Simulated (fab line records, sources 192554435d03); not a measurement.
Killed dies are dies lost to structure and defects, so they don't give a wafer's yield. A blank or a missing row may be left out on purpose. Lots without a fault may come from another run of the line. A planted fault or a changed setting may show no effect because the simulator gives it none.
A struck lot beside a sound one | flow n5_finfet | 16 steps out of a route of 1938
Sound: wafers L871.2, L871.3, L871.6. Struck: wafer L884.6. (L884.4 of the same lot was not struck and is left out.) The cause comes at the end.
At each step with rows: each side's tool, then ch and its chambers, then its first start. Under that, the readings that differ: sound wafers | struck wafers | difference of the means | sigmas: that difference in standard deviations of wafers without a fault.
alike: readings whose means differ by less than 2 such deviations, and words and numbers that are the same on both sides. not compared: withheld readings, readings that some wafer has no value for, bounds like >300 that may hide the same value, and numbers for which the record gives no deviation and whose values overlap.
The two part at a step that has a row with sigmas, a row that says differs or no value, or rows on one side only. Numbers that don't overlap but have no deviation are shown without sigmas and don't part them. A reading that every wafer of one side lacks parts them only if that side has two wafers or more.

N5_SDB_CD_MEAS_11: target cd 50 nm.
  sound on cd_sem-01 ch 0, day 4 11:25; struck on cd_sem-02 ch 0, day 7 20:23
  reading    | sound          | struck | difference | sigmas
  cd_nm (nm) | 50.4 51.9 51.6 | 47.9   | -3.4       | -2
N5_SDB_OVL_MEAS_12:
  sound on overlay-01 ch 0, day 4 11:27; struck on overlay-01 ch 0, day 7 20:25
  alike: SDB_OVL
N5_SDB_INSPECT_13: inspects for defects (brightfield).
  sound on defect_inspect-01, day 4 11:29; struck on defect_inspect-02, day 7 20:26
  alike: raw_defect_count
N5_SDB_DESCUM_16: chemistry O2, time 7.9 s.
  sound on rie_diel-03 ch 2,3, day 4 11:31; struck on rie_diel-03 ch 3, day 7 20:28
  alike: drypump_motor_current_A, o2_flow_sccm, oes_product_au, rf_fwd_power_W, rf_vpp_V, showerhead_plenum_p_Torr, throttle_valve_pct
  not compared: rf_hours_counter_h
N5_SDB_ETCH_17: etches SiARC in CF4, target depth 23.4 nm, time 39 s.
  sound on rie_diel-03 ch 2,3, day 4 11:32; struck on rie_diel-03 ch 3, day 7 20:31
  alike: drypump_motor_current_A, etch_rf_on_time_s, oes_product_au, rf_fwd_power_W, rf_vpp_V, showerhead_plenum_p_Torr, throttle_valve_pct
  not compared: rf_hours_counter_h
then, 3 steps without rows for these wafers: N5_SDB_ETCH_18 (etches SOC in N2/H2, target depth 100 nm, overetch 20 nm, time 150 s); N5_SDB_STRIP_19 (strips in N2/H2); N5_SDB_STRIP_21 (strips in CF4).
N5_SDB_HM_OPEN_20: chemistry CH3F/O2, target SiNx, stops on poly-Si, target depth 24 nm.
  sound on rie_diel-03 ch 2,3, day 4 11:44; struck on rie_diel-03 ch 3, day 7 20:42
  alike: drypump_motor_current_A, oes_ar_750_au, oes_product_au, rf_fwd_power_W, rf_vpp_V, showerhead_plenum_p_Torr, throttle_valve_pct
  not compared: rf_hours_counter_h
N5_SDB_STRIP_22: strips in N2/H2.
  sound on plasma_asher-01 ch 0,1, day 4 11:49; struck on plasma_asher-02 ch 0, day 7 20:49
  alike: drypump_motor_current_A, heater_power_w, oes_product_au, strip_time_to_endpoint_s
  not compared: rf_hours_counter_h
then, 2 steps without rows for these wafers: N5_SDB_PRECLEAN_23 (cleans in dHF, time 30 s); N5_SDB_DUMMY_REMOVE_24 (chemistry TMAH, target poly-Si, stops on SiO2, target depth 142 nm, time 57 s, rinse time 30 s).
N5_SDB_ETCH_25: etches SiO2 in C4F6/O2, target depth 10 nm, time 3.3 s.
  sound on rie_diel-04 ch 0,1,3, day 4 12:02; struck on rie_diel-04 ch 3, day 7 21:02
  reading                  | sound             | struck | difference | sigmas
  model.etch.depth_nm (nm) | 9.819 9.436 9.766 | 13.85  | +4.18      |
  alike: drypump_motor_current_A, oes_ar_750_au, oes_product_au, rf_fwd_power_W, rf_vpp_V, showerhead_plenum_p_Torr, throttle_valve_pct
  not compared: rf_hours_counter_h
N5_SDB_CUT_ETCH_26: etches Si in HBr/Cl2/O2, target depth 129.6 nm, bt time 20 s, time 51.8 s.
  sound on rie_si-05 ch 0,2,3, day 4 12:08; struck on rie_si-05 ch 3, day 7 21:07
  alike: drypump_motor_current_A, oes_product_au, throttle_valve_pct
  not compared: rf_fwd_power_W, rf_hours_counter_h
-- the record jumps here: 6 days lie between the struck wafers' starts before and after (it left off in module SDB and takes up again in module BEOL_M4, whose first step shown is number 1111 of the route) --
N5_BEOL_M4_RC_MEAS_101:
  sound on prober-02 ch 0, day 10 23:17; struck on prober-01 ch 0, day 14 01:44
  reading        | sound             | struck | difference | sigmas
  IOFF_P (nA/um) | 0.164 0.179 0.163 | 0.228  | +0.059     | +2
  VT_P (mV)      | -257 -255 -255    | -249   | +7         | +2
  alike: DIBL_N, DIBL_P, IOFF_N, ION_N, ION_P, SS_N, SS_P, VT_N
-- the record jumps here: 4 days lie between the struck wafers' starts before and after (it left off in module BEOL_M4 and takes up again in module PASSIVATION, whose first step shown is number 1936 of the route) --
N5_PASSIVATION_PROBE_49:
  the record has rows for the struck wafers here (prober-01, day 18 10:41) and none for the sound ones

WHERE THEY PART
First at N5_SDB_CD_MEAS_11; last, within this record, at N5_PASSIVATION_PROBE_49.

WHY: what the simulator had put in
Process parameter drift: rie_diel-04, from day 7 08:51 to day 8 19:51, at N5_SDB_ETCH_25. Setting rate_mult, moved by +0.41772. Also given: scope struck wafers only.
